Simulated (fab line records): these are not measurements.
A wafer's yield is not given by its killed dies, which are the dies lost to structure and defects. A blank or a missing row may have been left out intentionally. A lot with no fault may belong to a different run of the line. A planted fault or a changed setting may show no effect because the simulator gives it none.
fab line records | flow n5Finfet
record lots=24 wafers=72 lastDay=20
route steps=1938 shown BEOL_M3@934
lots untouched by any fault: they come from a run of this same line in which no faults occurred
startH: hours from the record's opening day to when the first of the lot's shown wafers began | waitH: time in hours since the lot's previous step | " unchanged from the row above | L1.1+2: several wafers, shown together as one row | - either no value or no given start | * or withheld: withheld | < > ~ a bound
route shown NAME@n: a module of which the file shows steps, and the number in the route of the first | usual: mean/standard deviation taken from wafers without a fault | same: alike in all rows | chamber/n: place in a boat | sites: per-site readings | _std_site: the values' standard deviation | _edge_site: inner sites' mean taken away from outer sites' mean | radiusMm: how far each site lies from the wafer's centre | mask NAME#n: copy n | behind: the most recent tool/chamber to have shaped the wafer | hold: cause of the lot's hold/its duration in hours/its outcome | device: the transistor (n, p or np) that didn't switch | end of line: the tests these same wafers got at the end of their route | step lacking rows: just its recipe | killed: the dies lost at the first sort to structure and to defects; this is not the yield of the wafer | map: per-die view of a wafer (x killed, . not killed, _ where there is no die)
set.NAME: the setting that was run; set.NAME@STEP: the one run at that earlier step | model.NAME: the simulator's own value behind a step, which no gauge read
the route's steps for a sample of lots (tables are steps, rows are wafers)
services: from which hour (startH, from the record's first day; less than 0 if before it) a tool's chamber was out of use, for how many hours, and why
## steps
# step N5_BEOL_M3_HM_DEP_02
# recipe material=TiN targetThkA=200 tempC=25 chamberPressurePa=0.49996
# usual susceptorTempC=25.00/0.1 throttleValvePct=30.0/1.1
# columns lot.wafer tool chamber startH waitH susceptorTempC throttleValvePct
L074.1 pvdSputter-03 - 154.08 0.1 25.03 32.1
L074.3 " - " " 25.00 29.4
L074.5 " - " " 24.91 32.1
L075.2 pvdSputter-03 - 160.46 0.8 25.02 29.0
L075.3 " - " " 25.07 29.1
L075.6 " - " " 24.92 32.3
L077.2 pvdSputter-02 - 160.60 0.7 25.11 31.4
L077.5 " - " " 24.80 31.2
L077.6 " - " " 24.97 30.3
L076.1 pvdSputter-02 - 165.70 1.5 25.12 28.6
L076.2 " - " " 24.93 31.5
L076.4 " - " " 25.04 28.3
L078.1 pvdSputter-02 - 169.50 0.0 25.17 30.2
L078.4 " - " " 25.03 31.6
L078.6 " - " " 25.11 28.3
L079.1 pvdSputter-01 - 169.79 0.0 25.02 30.1
L079.3 " - " " 24.89 30.3
L079.5 " - " " 25.10 29.1
L081.2 pvdSputter-02 - 192.53 1.2 25.05 30.1
L081.5 " - " " 24.91 31.1
L081.6 " - " " 25.13 30.0
L080.1 pvdSputter-01 - 193.33 0.1 25.01 28.1
L080.3 " - " " 25.03 29.7
L080.5 " - " " 24.91 30.1
L082.2 pvdSputter-01 - 202.02 0.8 24.95 28.1
L082.3 " - " " 25.20 30.1
L082.5 " - " " 25.15 30.4
L083.3 pvdSputter-02 - 211.28 1.7 24.97 30.3
L083.4 " - " " 24.81 31.0
L083.5 " - " " 25.07 28.5
L084.2 pvdSputter-02 - 211.96 0.8 24.86 30.3
L084.4 " - " " 25.17 28.6
L084.5 " - " " 25.15 31.2
L085.2 pvdSputter-02 - 215.80 0.1 25.02 30.1
L085.3 " - " " 25.18 30.2
L085.4 " - " " 25.29 31.4
L086.2 pvdSputter-03 - 223.49 0.7 25.03 31.1
L086.3 " - " " 25.14 32.3
L086.4 " - " " 24.93 29.3
L087.1 pvdSputter-01 - 231.75 2.2 25.05 29.3
L087.4 " - " " 24.98 29.9
L087.6 " - " " 25.07 30.3
L088.1 pvdSputter-01 - 233.07 0.4 24.87 30.1
L088.2 " - " " 24.99 28.4
L088.4 " - " " 24.92 29.9
L089.2 pvdSputter-03 - 251.72 0.3 25.11 29.1
L089.3 " - " " 25.07 29.5
L089.5 " - " " 25.18 32.2
L090.2 pvdSputter-01 - 262.62 0.4 24.91 29.8
L090.3 " - " " 24.97 28.8
L090.6 " - " " 24.71 28.4
L093.3 pvdSputter-02 - 289.61 2.1 25.03 28.7
L093.4 " - " " 24.84 30.2
L093.5 " - " " 25.10 28.5
L092.1 pvdSputter-02 - 289.71 2.0 25.08 30.2
L092.2 " - " " 25.00 31.0
L092.6 " - " " 24.85 31.5
L094.1 pvdSputter-03 - 293.00 0.7 24.96 31.3
L094.2 " - " " 24.98 29.0
L094.3 " - " " 24.86 32.0
L091.1 pvdSputter-01 - 299.54 0.9 25.08 30.4
L091.3 " - " " 25.02 29.7
L091.6 " - " " 24.99 30.0
L095.4 pvdSputter-02 - 304.93 0.0 24.87 31.4
L095.5 " - " " 24.99 31.2
L095.6 " - " " 25.01 30.4
L097.1 pvdSputter-02 - 312.80 3.3 25.07 30.3
L097.2 " - " " 25.17 28.4
L097.5 " - " " 25.09 31.5
L096.2 pvdSputter-01 - 313.90 0.0 25.03 28.5
L096.3 " - " " 25.06 30.0
L096.6 " - " " 25.13 27.9
# step N5_BEOL_M3_ETCH_63
# recipe chemistry=CF4 target=SiARC targetDepthA=156 maskMaterial=CAR-EUV timeS=26 ionEnergyEv=80 pressureMtorr=40 sourceW=545 biasW=36 Ar_flow_sccm=100 cf4FlowSccm=100 ends=cleared
# usual drypumpMotorCurrentA=5.6/0.44 etchRfOnTimeS=26.1/0.41 oesProductAu=0.70/0.077 rfVppV=184.1/1.3 showerheadPlenumPTorr=2.16/0.073 throttleValvePct=15.61/0.25
# columns lot.wafer tool chamber startH waitH drypumpMotorCurrentA etchRfOnTimeS oesProductAu rfHoursCounterH rfVppV showerheadPlenumPTorr throttleValvePct
L074.1 rieDiel-03 2 154.67 0.0 5.3 27.1 0.60 230 183.5 2.03 15.84
L074.3 " 0 " " 4.8 26.6 0.72 34 184.6 2.11 15.38
L074.5 " 2 " " 5.3 26.8 0.59 - 181.6 2.03 15.84
L075.2 rieDiel-02 2 161.23 0.0 6.0 25.6 0.64 157 185.5 2.23 15.70
L075.3 " 1 " " 6.3 26.0 0.79 19 185.6 2.19 15.30
L075.6 " 2 " " 6.0 25.7 0.64 - 185.6 2.23 15.71
L077.2 rieDiel-06 1 161.38 0.0 5.6 26.0 0.60 208 184.5 2.21 16.01
L077.5 " 3 " " 5.5 25.7 0.60 - 182.6 2.13 15.90
L077.6 " 0 " " 5.2 25.4 0.84 - 183.4 2.11 15.35
L076.1 rieDiel-06 3 166.27 0.0 5.5 25.9 0.60 200 184.0 2.13 15.90
L076.2 " 0 " " 5.2 25.4 0.83 7 182.7 2.11 15.36
L076.4 " 1 " " 5.6 25.8 0.61 - 183.9 2.21 16.01
L078.1 rieDiel-06 3 170.06 0.0 5.4 26.1 0.60 201 185.9 2.13 15.90
L078.4 " 0 " " 5.2 25.8 0.82 - 183.4 2.11 15.35
L078.6 " 3 " " 5.5 26.2 0.59 - 182.9 2.13 15.90
L079.1 rieDiel-06 1 170.36 0.0 5.6 26.3 0.60 210 184.0 2.21 16.03
L079.3 " 3 " " 5.4 26.3 0.60 201 184.1 2.13 15.91
L079.5 " 0 " " 5.2 25.6 0.82 - 183.6 2.11 15.35
L081.2 rieDiel-02 3 193.10 0.0 5.8 25.8 0.67 92 183.3 2.08 15.93
L081.5 " 1 " " 6.3 26.2 0.77 - 183.7 2.19 15.33
L081.6 " 0 " " 5.6 25.7 0.79 - 183.7 2.10 15.38
L080.1 rieDiel-03 1 194.02 0.0 6.0 25.8 0.61 222 183.3 2.20 15.74
L080.3 " 3 " " 5.5 26.5 0.78 17 185.5 2.27 15.34
L080.5 " 1 " " 6.1 25.9 0.62 - 185.1 2.20 15.73
L082.2 rieDiel-02 2 202.71 0.0 6.0 26.0 0.64 168 183.8 2.23 15.73
L082.3 " 1 " " 6.3 26.6 0.75 29 181.9 2.19 15.33
L082.5 " 2 " " 6.0 25.8 0.64 - 185.3 2.23 15.74
L083.3 rieDiel-02 1 211.84 0.0 6.3 26.3 0.75 32 185.5 2.18 15.33
L083.4 " 3 " " 5.8 25.6 0.67 96 182.3 2.08 15.95
L083.5 " 1 " " 6.3 26.1 0.75 - 184.3 2.19 15.33
L084.2 rieDiel-02 3 212.65 0.0 5.8 25.7 0.67 96 183.7 2.08 15.96
L084.4 " 2 " " 6.0 26.0 0.62 171 186.1 2.23 15.75
L084.5 " 0 " " 5.7 25.7 0.78 - 183.5 2.10 15.40
L085.2 rieDiel-02 1 216.36 0.0 6.3 26.2 0.75 34 182.9 2.18 15.33
L085.3 " 0 " " 5.7 25.8 0.78 27 183.2 2.10 15.41
L085.4 " 1 " " 6.3 26.0 0.75 - 184.6 2.18 15.33
L086.2 rieDiel-03 2 224.20 0.0 5.3 26.9 0.59 250 180.9 2.02 15.88
L086.3 " 1 " " 6.0 25.9 0.61 231 185.9 2.20 15.76
L086.4 " 0 " " 4.7 26.4 0.71 54 183.8 2.10 15.43
L087.1 rieDiel-06 0 232.81 0.0 5.2 26.0 0.78 24 184.0 2.11 15.37
L087.4 " 3 " " 5.4 26.3 0.59 216 184.1 2.12 15.93
L087.6 " 0 " " 5.2 26.1 0.78 - 182.6 2.11 15.38
L088.1 rieDiel-03 0 233.76 0.0 4.8 26.5 0.69 57 183.7 2.10 15.42
L088.2 " 1 " " 6.1 25.5 0.61 234 184.6 2.20 15.79
L088.4 " 3 " " 5.5 26.3 0.76 - 184.6 2.27 15.39
L089.2 rieDiel-03 1 252.51 0.0 6.0 25.5 0.60 242 185.9 2.19 15.78
L089.3 " 3 " " 5.5 26.6 0.74 38 185.8 2.26 15.41
L089.5 " 1 " " 6.0 25.7 0.60 - 185.7 2.19 15.76
L090.2 rieDiel-03 0 263.31 0.0 4.7 26.7 0.68 69 184.1 2.10 15.45
L090.3 " 3 " " 5.5 26.7 0.74 42 185.8 2.26 15.40
L090.6 " 2 " " 5.3 26.1 0.80 - 185.0 2.27 15.39
L093.3 rieDiel-02 2 290.19 0.0 6.0 25.7 0.62 199 184.9 2.22 15.79
L093.4 " 0 " " 5.6 25.7 0.74 56 183.7 2.09 15.47
L093.5 " 3 " " 5.8 25.9 0.65 - 182.8 2.07 16.01
L092.1 rieDiel-03 3 290.40 0.0 5.5 26.3 0.72 53 185.8 2.26 15.42
L092.2 " 0 " " 4.8 26.5 0.67 79 183.2 2.09 15.49
L092.6 " 0 " " 4.8 26.3 0.68 - 182.6 2.09 15.50
L094.1 rieDiel-02 1 293.64 0.0 6.4 26.2 0.73 44 184.4 2.18 15.36
L094.2 " 3 " " 5.8 25.9 0.65 127 183.9 2.07 16.00
L094.3 " 2 " " 6.0 25.8 0.61 200 185.4 2.22 15.79
L091.1 rieDiel-03 3 300.23 0.0 5.5 26.6 0.72 56 186.2 2.26 15.44
L091.3 " 2 " " 5.3 26.2 0.78 23 185.5 2.26 15.45
L091.6 " 3 " " 5.5 26.5 0.72 - 186.2 2.26 15.42
L095.4 rieDiel-03 1 305.63 0.0 6.0 24.9 0.87 1 185.0 2.19 15.30
L095.5 " 3 " " 5.5 26.2 0.73 - 186.3 2.26 15.44
L095.6 " 0 " " 4.7 26.4 0.67 - 183.6 2.09 15.49
L097.1 rieDiel-02 2 313.49 0.0 6.0 26.1 0.61 206 185.0 2.21 15.81
L097.2 " 3 " " 5.8 25.9 0.64 133 182.6 2.07 16.02
L097.5 " 3 " " 5.8 25.9 0.64 - 182.3 2.07 16.01
L096.2 rieDiel-02 2 314.46 0.0 6.0 25.9 0.61 206 184.0 2.21 15.80
L096.3 " 1 " " 6.3 26.5 0.73 50 185.2 2.18 15.36
L096.6 " 0 " " 5.7 25.8 0.74 - 183.0 2.09 15.49
# step N5_BEOL_M3_STRIP_19
# recipe chemistry=O2 powerW=400 tempC=40 pressureMtorr=30 rfFrequencyHz=6e+07 biasPowerW=0 overashFraction=0.2 o2FlowSccm=225
# usual drypumpMotorCurrentA=5.6/0.47 oesProductAu=0.82/0.087 rfVppV=3.6/0.5 showerheadPlenumPTorr=2.12/0.085 throttleValvePct=16.65/0.21
# columns lot.wafer tool chamber startH waitH drypumpMotorCurrentA oesProductAu rfHoursCounterH rfVppV showerheadPlenumPTorr throttleValvePct
L074.1 rieDiel-03 0 154.97 0.1 4.8 0.85 34 3.2 2.05 16.42
L074.3 " 3 " " 5.5 0.95 7 3.7 2.24 16.43
L074.5 " 2 " " 5.3 0.71 - 5.0 1.99 16.93
L075.2 rieDiel-03 1 161.71 0.2 6.0 0.72 214 3.9 2.16 16.78
L075.3 " 0 " " 4.8 0.85 37 3.4 2.05 16.43
L075.6 " 3 " " 5.5 0.94 - 3.8 2.24 16.43
L077.2 rieDiel-03 3 161.75 0.1 5.5 0.95 9 3.4 2.24 16.43
L077.5 " 2 " " 5.3 0.70 - 4.8 1.98 16.93
L077.6 " 3 " " 5.5 0.94 - 3.8 2.24 16.44
L076.1 rieDiel-03 3 166.57 0.1 5.5 0.94 11 4.2 2.24 16.44
L076.2 " 2 " " 5.3 0.70 233 4.6 1.98 16.92
L076.4 " 1 " " 6.0 0.72 215 3.5 2.16 16.77
L078.1 rieDiel-03 2 170.37 0.1 5.3 0.71 235 3.4 1.98 16.92
L078.4 " 3 " " 5.5 0.93 12 3.5 2.24 16.45
L078.6 " 2 " " 5.3 0.70 - 3.5 1.98 16.93
L079.1 rieDiel-02 3 170.67 0.1 5.8 0.79 87 3.8 2.03 16.95
L079.3 " 1 " " 6.3 0.90 21 3.0 2.14 16.37
L079.5 " 2 " " 6.0 0.74 - 4.1 2.19 16.80
L081.2 rieDiel-02 3 193.40 0.1 5.8 0.79 92 3.2 2.03 16.96
L081.5 " 0 " " 5.6 0.92 - 3.3 2.07 16.55
L081.6 " 1 " " 6.3 0.90 - 3.1 2.14 16.40
L080.1 rieDiel-02 2 194.33 0.1 6.1 0.74 167 3.5 2.19 16.83
L080.3 " 1 " " 6.3 0.90 28 4.0 2.14 16.39
L080.5 " 0 " " 5.7 0.93 - 3.3 2.07 16.54
L082.2 rieDiel-02 2 203.02 0.1 6.0 0.73 169 4.1 2.19 16.82
L082.3 " 0 " " 5.6 0.91 23 3.5 2.07 16.55
L082.5 " 1 " " 6.3 0.88 - 3.8 2.14 16.39
L083.3 rieDiel-02 1 212.15 0.1 6.3 0.89 33 3.8 2.14 16.40
L083.4 " 3 " " 5.8 0.78 96 2.8 2.03 16.97
L083.5 " 0 " " 5.6 0.92 - 3.2 2.06 16.55
L084.2 rieDiel-03 3 212.95 0.1 5.5 0.92 22 3.3 2.24 16.46
L084.4 " 0 " " 4.7 0.83 50 3.2 2.05 16.45
L084.5 " 0 " " 4.7 0.83 - 3.4 2.05 16.45
L085.2 rieDiel-03 3 216.67 0.1 5.5 0.90 23 4.0 2.24 16.48
L085.3 " 1 " " 6.1 0.71 228 4.0 2.16 16.80
L085.4 " 2 " " 5.3 0.70 246 4.1 1.98 16.95
L086.2 rieDiel-02 2 224.67 0.3 6.0 0.73 174 3.9 2.19 16.84
L086.3 " 3 " " 5.8 0.78 102 4.0 2.02 16.99
L086.4 " 0 " " 5.6 0.90 - 4.0 2.06 16.56
L087.1 rieDiel-03 3 233.15 0.1 5.5 0.89 29 4.4 2.23 16.49
L087.4 " 0 " " 4.8 0.83 - 3.9 2.05 16.47
L087.6 " 3 " " 5.5 0.89 - 2.9 2.23 16.47
L088.1 rieDiel-02 3 234.07 0.1 5.8 0.77 106 3.8 2.02 16.99
L088.2 " 2 " " 6.0 0.74 178 3.8 2.19 16.85
L088.4 " 2 " " 6.0 0.73 - 3.6 2.19 16.84
L089.2 rieDiel-03 0 252.91 0.1 4.8 0.82 65 3.6 2.04 16.47
L089.3 " 1 " " 6.0 0.71 242 4.1 2.15 16.84
L089.5 " 3 " " 5.5 0.89 - 3.4 2.23 16.48
L090.2 rieDiel-03 3 263.70 0.1 5.5 0.87 42 3.2 2.23 16.50
L090.3 " 2 " " 5.3 0.96 9 3.2 2.24 16.56
L090.6 " 3 " " 5.5 0.88 - 4.4 2.23 16.50
L093.3 rieDiel-02 1 290.49 0.1 6.3 0.86 44 3.6 2.13 16.41
L093.4 " 2 " " 6.1 0.72 199 3.5 2.18 16.88
L093.5 " 0 " " 5.6 0.86 - 3.4 2.05 16.61
L092.1 rieDiel-03 3 290.71 0.1 5.5 0.86 53 3.9 2.22 16.54
L092.2 " 0 " " 4.7 0.80 79 3.3 2.04 16.52
L092.6 " 0 " " 4.8 0.81 - 4.0 2.04 16.52
L094.1 rieDiel-03 3 293.94 0.1 5.5 0.84 55 4.3 2.22 16.53
L094.2 " 2 " " 5.3 0.92 22 3.1 2.23 16.57
L094.3 " 0 " " 4.8 0.79 81 3.5 2.04 16.51
L091.1 rieDiel-02 0 300.58 0.1 5.7 0.85 58 3.9 2.05 16.62
L091.3 " 3 " " 5.8 0.75 129 4.4 2.01 17.03
L091.6 " 1 " " 6.4 0.86 - 4.6 2.13 16.43
L095.4 rieDiel-06 0 305.97 0.1 5.1 0.89 43 3.9 2.05 16.49
L095.5 " 0 " " 5.2 0.87 - 2.9 2.05 16.49
L095.6 " 3 " " 5.4 0.68 - 3.2 2.06 16.95
L097.1 rieDiel-02 3 313.91 0.2 5.8 0.74 133 4.1 2.01 17.04
L097.2 " 1 " " 6.3 0.87 50 2.8 2.13 16.44
L097.5 " 2 " " 6.0 0.70 - 3.3 2.18 16.89
L096.2 rieDiel-03 0 314.83 0.1 4.7 0.79 86 3.2 2.04 16.51
L096.3 " 3 " " 5.5 0.85 59 3.4 2.22 16.54
L096.6 " 1 " " 6.1 1.00 - 4.0 2.15 16.40
# step N5_BEOL_M3_STRIP_97
# recipe chemistry=N2/H2 timeS=10 powerW=450 tempC=40 pressureMtorr=20 rfFrequencyHz=6e+07 biasPowerW=7 n2FlowSccm=200 h2FlowSccm=200
# usual drypumpMotorCurrentA=5.7/0.48 oesProductAu=0.81/0.09 rfVppV=59.3/0.91 showerheadPlenumPTorr=2.54/0.092 throttleValvePct=23.62/0.24
# same timeS=10
# columns lot.wafer tool chamber startH waitH drypumpMotorCurrentA oesProductAu rfHoursCounterH rfVppV showerheadPlenumPTorr throttleValvePct
L074.1 rieDiel-03 3 - - 5.5 0.93 11 58.5 2.71 23.41
L074.3 " 1 " " 6.1 0.72 216 59.0 2.62 23.97
L074.5 " 2 " " 5.3 0.71 - 58.6 2.40 23.77
L077.2 rieDiel-02 2 - - 6.1 0.73 161 59.9 2.63 23.50
L077.5 " 0 " " 5.6 0.92 - 59.8 2.49 23.44
L077.6 " 3 " " 5.8 0.79 - 60.5 2.47 23.90
L075.2 rieDiel-06 2 - - 6.4 0.75 161 58.7 2.42 23.34
L075.3 " 0 " " 5.2 0.97 10 58.6 2.49 23.41
L075.6 " 2 " " 6.5 0.75 - 58.3 2.42 23.33
L076.1 rieDiel-02 2 - - 6.0 0.73 162 59.0 2.63 23.52
L076.2 " 0 " " 5.6 0.93 17 58.9 2.48 23.46
L076.4 " 1 " " 6.3 0.90 23 58.7 2.59 23.62
L078.1 rieDiel-02 1 - - 6.3 0.91 24 59.7 2.59 23.62
L078.4 " 2 " " 6.0 0.74 - 59.6 2.63 23.52
L078.6 " 1 " " 6.3 0.91 - 58.2 2.59 23.62
L079.1 rieDiel-06 1 - - 5.6 0.71 213 60.2 2.62 24.06
L079.3 " 2 " " 6.5 0.74 162 58.4 2.42 23.34
L079.5 " 3 " " 5.5 0.70 - 59.4 2.53 23.83
L080.1 rieDiel-02 1 - - 6.3 0.89 29 60.3 2.58 23.63
L080.3 " 3 " " 5.8 0.78 93 58.9 2.46 23.92
L080.5 " 0 " " 5.6 0.92 - 59.4 2.48 23.45
L081.2 rieDiel-02 1 - - 6.3 0.89 34 58.6 2.58 23.63
L081.5 " 1 " " 6.3 0.88 - 59.8 2.58 23.64
L081.6 " 3 " " 5.8 0.78 - 60.2 2.46 23.90
L082.2 rieDiel-02 0 - - 5.7 0.91 28 57.9 2.48 23.46
L082.3 " 1 " " 6.3 0.88 35 59.6 2.58 23.64
L082.5 " 3 " " 5.8 0.78 - 59.4 2.46 23.91
L083.3 rieDiel-06 2 - - 6.5 0.74 170 58.6 2.42 23.34
L083.4 " 3 " " 5.5 0.69 212 59.5 2.52 23.85
L083.5 " 1 " " 5.6 0.70 - 60.2 2.62 24.09
L085.2 rieDiel-03 1 - - 6.0 0.71 231 59.6 2.61 24.00
L085.3 " 0 " " 4.8 0.84 54 58.9 2.48 23.31
L085.4 " 2 " " 5.3 0.70 250 58.6 2.39 23.78
L084.2 rieDiel-02 3 - - 5.8 0.76 114 59.6 2.46 23.95
L084.4 " 0 " " 5.6 0.89 - 58.8 2.47 23.48
L084.5 " 2 " " 6.1 0.72 - 60.6 2.62 23.56
L089.2 rieDiel-03 2 - - 5.3 0.95 11 59.1 2.70 23.58
L089.3 " 3 " " 5.5 0.87 44 59.3 2.70 23.43
L089.5 " 0 " " 4.8 0.81 - 59.0 2.47 23.33
L086.2 rieDiel-03 3 - - 5.5 0.87 46 60.4 2.70 23.44
L086.3 " 0 " " 4.7 0.81 73 58.6 2.47 23.33
L086.4 " 2 " " 5.3 0.94 14 60.9 2.70 23.59
L087.1 rieDiel-06 0 - - 5.2 0.89 35 57.2 2.48 23.44
L087.4 " 3 " " 5.4 0.68 226 58.5 2.52 23.87
L087.6 " 3 " " 5.4 0.68 - 59.8 2.52 23.88
L088.1 rieDiel-06 1 - - 5.6 0.69 237 58.8 2.61 24.10
L088.2 " 0 " " 5.2 0.90 35 58.6 2.48 23.45
L088.4 " 3 " " 5.4 0.68 226 58.8 2.52 23.87
L090.2 rieDiel-06 0 - - 5.2 0.88 36 59.4 2.48 23.43
L090.3 " 2 " " 6.5 0.72 184 56.7 2.42 23.35
L090.6 " 1 " " 5.6 0.68 - 60.3 2.61 24.10
L093.3 rieDiel-02 1 - - 6.3 0.86 44 60.3 2.58 23.65
L093.4 " 3 " " 5.8 0.74 127 58.0 2.45 23.96
L093.5 " 1 " " 6.4 0.86 - 59.0 2.58 23.64
L092.1 rieDiel-03 0 - - 4.8 0.79 82 59.8 2.46 23.33
L092.2 " 3 " " 5.5 0.85 56 59.0 2.69 23.44
L092.6 " 2 " " 5.3 0.91 - 59.5 2.70 23.60
L094.1 rieDiel-03 3 - - 5.5 0.86 56 58.7 2.69 23.46
L094.2 " 0 " " 4.8 0.79 82 59.3 2.46 23.34
L094.3 " 2 " " 5.3 0.92 23 59.7 2.70 23.60
L091.1 rieDiel-02 1 - - 6.3 0.86 47 59.1 2.58 23.65
L091.3 " 2 " " 6.1 0.71 203 59.9 2.61 23.57
L091.6 " 1 " " 6.3 0.86 - 59.0 2.58 23.66
L095.4 rieDiel-03 0 - - 4.8 0.78 - 59.0 2.46 23.35
L095.5 " 2 " " 5.3 0.91 - 59.1 2.70 23.60
L095.6 " 1 " " 6.0 0.98 - 59.1 2.60 23.71
L097.1 rieDiel-06 2 - - 6.5 0.73 193 59.3 2.41 23.38
L097.2 " 3 " " 5.5 0.68 238 58.2 2.51 23.89
L097.5 " 3 " " 5.5 0.68 - 59.1 2.51 23.87
L096.2 rieDiel-02 2 - - 6.0 0.71 208 60.2 2.61 23.57
L096.3 " 1 " " 6.3 0.85 52 58.8 2.57 23.64
L096.6 " 2 " " 6.0 0.70 - 60.3 2.61 23.58
# step N5_BEOL_M3_SURFACE_TREAT_85
# recipe gas=Ar timeS=* ionEnergyEv=* ionCurrentMaCm2=0.5 pressureMtorr=* arFlowSccm=30
# usual throttleValvePct=*
# same timeS=*
# columns lot.wafer tool chamber startH waitH throttleValvePct
L074.1 pvdSputter-02 - 169.97 0.1 *
L074.3 " - " " *
L074.5 " - " " *
L077.2 pvdSputter-01 - 175.50 0.3 *
L077.5 " - " " *
L077.6 " - " " *
L075.2 pvdSputter-03 - 178.27 0.2 *
L075.3 " - " " *
L075.6 " - " " *
L076.1 pvdSputter-03 - 178.31 0.2 *
L076.2 " - " " *
L076.4 " - " " *
L078.1 pvdSputter-02 - 182.51 0.4 *
L078.4 " - " " *
L078.6 " - " " *
L079.1 pvdSputter-02 - 182.55 0.5 *
L079.3 " - " " *
L079.5 " - " " *
L080.1 pvdSputter-03 - 198.04 0.1 *
L080.3 " - " " *
L080.5 " - " " *
L081.2 pvdSputter-02 - 216.18 0.3 *
L081.5 " - " " *
L081.6 " - " " *
L082.2 pvdSputter-02 - 219.70 0.2 *
L082.3 " - " " *
L082.5 " - " " *
L083.3 pvdSputter-02 - 219.74 0.2 *
L083.4 " - " " *
L083.5 " - " " *
L085.2 pvdSputter-01 - 225.61 0.1 *
L085.3 " - " " *
L085.4 " - " " *
L084.2 pvdSputter-03 - 251.68 0.2 *
L084.4 " - " " *
L084.5 " - " " *
L089.2 pvdSputter-01 - 271.27 0.1 *
L089.3 " - " " *
L089.5 " - " " *
L086.2 pvdSputter-03 - 276.00 0.2 *
L086.3 " - " " *
L086.4 " - " " *
L087.1 pvdSputter-01 - 279.31 0.3 *
L087.4 " - " " *
L087.6 " - " " *
L088.1 pvdSputter-02 - 279.42 0.2 *
L088.2 " - " " *
L088.4 " - " " *
L090.2 pvdSputter-02 - 283.24 0.2 *
L090.3 " - " " *
L090.6 " - " " *
L093.3 pvdSputter-03 - 293.54 0.2 *
L093.4 " - " " *
L093.5 " - " " *
L092.1 pvdSputter-03 - 300.02 0.2 *
L092.2 " - " " *
L092.6 " - " " *
L094.1 pvdSputter-01 - 300.26 0.1 *
L094.2 " - " " *
L094.3 " - " " *
L091.1 pvdSputter-02 - 304.26 0.2 *
L091.3 " - " " *
L091.6 " - " " *
L095.4 pvdSputter-02 - 320.55 0.2 *
L095.5 " - " " *
L095.6 " - " " *
L097.1 pvdSputter-02 - 320.59 0.2 *
L097.2 " - " " *
L097.5 " - " " *
L096.2 pvdSputter-02 - 320.76 0.2 *
L096.3 " - " " *
L096.6 " - " " *
# step N5_BEOL_M3_ANNEAL_82
# recipe tempC=400 timeS=240 ambient=vacuum
# usual heaterPowerW=884/100 susceptorTempC=399.97/0.21
# same timeS=240
# columns lot.wafer tool chamber startH waitH heaterPowerW susceptorTempC
L074.1 pvdSputter-03 - 173.33 0.0 757 400.02
L074.3 " - " " 823 399.89
L074.5 " - " " 836 399.80
L077.2 pvdSputter-02 - 176.31 0.0 909 400.06
L077.5 " - " " 966 399.75
L077.6 " - " " 1051 399.69
L076.1 pvdSputter-03 - 179.09 0.0 824 400.03
L076.2 " - " " 764 400.09
L076.4 " - " " 772 399.59
L075.2 pvdSputter-02 - 180.15 0.0 907 400.09
L075.3 " - " " 958 399.79
L075.6 " - " " 932 399.81
L078.1 pvdSputter-02 - 183.35 0.0 1033 399.88
L078.4 " - " " 919 399.89
L078.6 " - " " 922 399.92
L079.1 pvdSputter-03 - 184.69 0.0 1020 399.93
L079.3 " - " " 800 400.48
L079.5 " - " " 1017 400.04
L080.1 pvdSputter-03 - 198.89 0.0 1019 399.86
L080.3 " - " " 818 399.92
L080.5 " - " " 803 399.82
L081.2 pvdSputter-02 - 216.98 0.0 1012 399.87
L081.5 " - " " 958 400.18
L081.6 " - " " 933 399.99
L082.2 pvdSputter-03 - 220.59 0.0 812 399.67
L082.3 " - " " 811 399.87
L082.5 " - " " 1035 400.40
L085.2 pvdSputter-01 - 226.37 0.0 972 399.74
L085.3 " - " " 854 399.58
L085.4 " - " " 828 400.08
L084.2 pvdSputter-01 - 254.15 0.0 867 399.94
L084.4 " - " " 777 400.05
L084.5 " - " " 764 400.17
L089.2 pvdSputter-01 - 272.03 0.0 872 399.95
L089.3 " - " " 1000 399.94
L089.5 " - " " 1019 400.38
L086.2 pvdSputter-03 - 276.84 0.0 742 399.96
L086.3 " - " " 825 400.00
L086.4 " - " " 1016 400.15
L083.3 pvdSputter-02 - 278.06 0.0 915 399.91
L083.4 " - " " 925 399.85
L083.5 " - " " 904 400.03
L087.1 pvdSputter-03 - 280.10 0.0 812 400.18
L087.4 " - " " 1047 400.09
L087.6 " - " " 1023 400.27
L088.1 pvdSputter-01 - 281.71 0.0 984 400.04
L088.2 " - " " 850 399.85
L088.4 " - " " 755 399.87
L090.2 pvdSputter-01 - 284.05 0.0 788 399.92
L090.3 " - " " 736 399.79
L090.6 " - " " 799 400.16
L093.3 pvdSputter-03 - 294.44 0.0 755 400.26
L093.4 " - " " 841 399.60
L093.5 " - " " 817 399.96
L092.1 pvdSputter-03 - 300.76 0.0 757 399.89
L092.2 " - " " 829 399.92
L092.6 " - " " 766 399.78
L094.1 pvdSputter-01 - 301.29 0.0 798 400.28
L094.2 " - " " 842 400.22
L094.3 " - " " 1005 400.12
L091.1 pvdSputter-03 - 305.12 0.0 1020 400.30
L091.3 " - " " 840 400.24
L091.6 " - " " 844 400.30
L095.4 pvdSputter-02 - 321.32 0.0 929 399.97
L095.5 " - " " 946 399.79
L095.6 " - " " 1023 400.15
L097.1 pvdSputter-01 - 321.52 0.0 796 399.76
L097.2 " - " " 780 400.06
L097.5 " - " " 851 400.04
L096.2 pvdSputter-02 - 323.20 0.0 976 399.62
L096.3 " - " " 937 400.07
L096.6 " - " " 981 399.70
## services
# columns tool chamber startH hours kind
rieDiel-03 1 145.19 1.6 repair
rieDiel-06 - 158.33 2.8 pm
rieDiel-06 2 163.27 9.2 repair
rieDiel-03 - 177.21 0.8 repair
rieDiel-02 2 214.00 6.4 repair
rieDiel-02 1 219.30 40.8 repair
rieDiel-03 2 225.34 - clean
rieDiel-03 2 225.34 - consumableReplace:focusRing
rieDiel-03 2 225.34 - consumableReplace:showerhead
rieDiel-03 2 225.34 18.0 scheduledDown
rieDiel-03 2 225.34 18.0 ventCycle
rieDiel-06 3 252.54 2.8 repair
rieDiel-03 1 260.48 6.6 repair
pvdSputter-02 - 265.13 12.8 repair
rieDiel-03 1 280.85 - clean
rieDiel-03 1 280.85 - consumableReplace:focusRing
rieDiel-03 1 280.85 20.3 scheduledDown
rieDiel-03 1 280.85 20.3 ventCycle
rieDiel-03 3 318.68 3.2 repair
## key
fault none
